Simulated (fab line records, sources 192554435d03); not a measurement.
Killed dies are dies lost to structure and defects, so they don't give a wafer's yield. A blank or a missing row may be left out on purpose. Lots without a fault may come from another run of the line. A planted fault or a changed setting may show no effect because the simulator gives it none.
One fault seen from 2 desks | flow n5_finfet | each desk has only its own numbers; what lay behind them comes last

THE METROLOGY DESK
What the gauges read, lot by lot, whatever tool the lot ran on: means of the sampled wafers that have a number. A lot is out of limits, marked OUT, if its mean lies more than 4 standard deviations from the usual mean; the brackets give that distance. Of its 10 readings 7 are shown: those that lie furthest out on some lot.
Columns: A = DIBL_N at N5_BEOL_M4_RC_MEAS_101, usual 37.3 mV/V; B = DIBL_P at N5_BEOL_M4_RC_MEAS_101, usual 37.4 mV/V; C = IOFF_N at N5_BEOL_M4_RC_MEAS_101, usual 0.18 nA/um; D = IOFF_P at N5_BEOL_M4_RC_MEAS_101, usual 0.25 nA/um; E = ION_P at N5_BEOL_M4_RC_MEAS_101, usual 468 uA/um; F = VT_N at N5_BEOL_M4_RC_MEAS_101, usual 248 mV; G = VT_P at N5_BEOL_M4_RC_MEAS_101, usual -248 mV
lot  | first seen here | A    | B    | C    | D    | E   | F   | G
L924 | day 8 14:34     | 36.8 | 37.0 | 0.16 | 0.26 | 477 | 248 | -246
L925 | day 8 21:56     | 34.5 | 34.1 | 0.14 | 0.21 | 463 | 251 | -248
L927 | day 8 22:00     | 37.6 | 37.3 | 0.19 | 0.26 | 472 | 249 | -246
L928 | day 9 03:22     | 39.0 | 40.3 | 0.21 | 0.26 | 469 | 246 | -249
L932 | day 10 02:01    | 39.7 | 40.5 | 0.22 | 0.29 | 469 | 246 | -247
L935 | day 11 02:35    | 40.7 | 42.1 | 0.24 | 0.35 | 482 | 242 | -242
L938 | day 11 22:19    | 37.8 | 36.6 | 0.20 | 0.25 | 470 | 245 | -247
L939 | day 12 05:07    | 33.7 | 34.2 | 0.14 | 0.20 | 460 | 250 | -251
L940 | day 12 06:49    | 37.4 | 38.7 | 0.20 | 0.27 | 469 | 247 | -245
This desk's finding: nothing out of limits on any of the 9 lots.

THE TOOL OWNER'S DESK: rie_diel-02
The tool's own readings at N5_HKMG_FIN_ETCH_58 (etches SOC in N2/H2, target depth 215.8 nm, time 741 s): means of the sampled wafers that have a number, for each lot that ran on this tool. A lot is out of limits, marked OUT, if its mean lies more than 4 standard deviations from the usual mean; the brackets give that distance.
Columns: A = bias_w at N5_HKMG_FIN_ETCH_58, usual 13.00 W; B = drypump_motor_current_A at N5_HKMG_FIN_ETCH_58, usual 5.6 A; C = oes_product_au at N5_HKMG_FIN_ETCH_58, usual 0.78 a.u.; D = rf_vpp_V at N5_HKMG_FIN_ETCH_58, usual 99.1 V; E = showerhead_plenum_p_Torr at N5_HKMG_FIN_ETCH_58, usual 2.52 Torr; F = throttle_valve_pct at N5_HKMG_FIN_ETCH_58, usual 17.82 %
lot  | first seen here | A               | B   | C    | D               | E    | F
L927 | day 5 05:13     | 12.98           | 5.8 | 0.73 | 99.6            | 2.56 | 17.59
L928 | day 5 06:29     | 13.00           | 5.4 | 0.87 | 99.7            | 2.55 | 17.88
L932 | day 6 12:03     | 11.57 (-36) OUT | 5.2 | 0.77 | 91.9 (-8.6) OUT | 2.53 | 17.79
L935 | day 7 04:02     | 11.63 (-34) OUT | 5.7 | 0.70 | 91.7 (-9.0) OUT | 2.48 | 17.59
This desk's finding: out of limits on L932, L935; first on L932, day 6 12:03 (bias_w at N5_HKMG_FIN_ETCH_58). In limits: L927, L928.

PUT TOGETHER
The tool owner's desk could have raised an alarm at day 6 12:03, on L932, L935.
The metrology desk saw nothing out of limits.
The metrology desk has L932, L935 on record, within its limits.
Of the lots named, all ran N5_HKMG_FIN_ETCH_58 on rie_diel-02.

WHAT THE SIMULATOR HAD PUT IN
Process parameter drift: rie_diel-02, from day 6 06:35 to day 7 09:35, at N5_HKMG_FIN_ETCH_58. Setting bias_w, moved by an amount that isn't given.
Lots struck among those shown: L932, L935.
Hours from the fault's start to each desk's first reading out of limits: the tool owner's desk, 5.
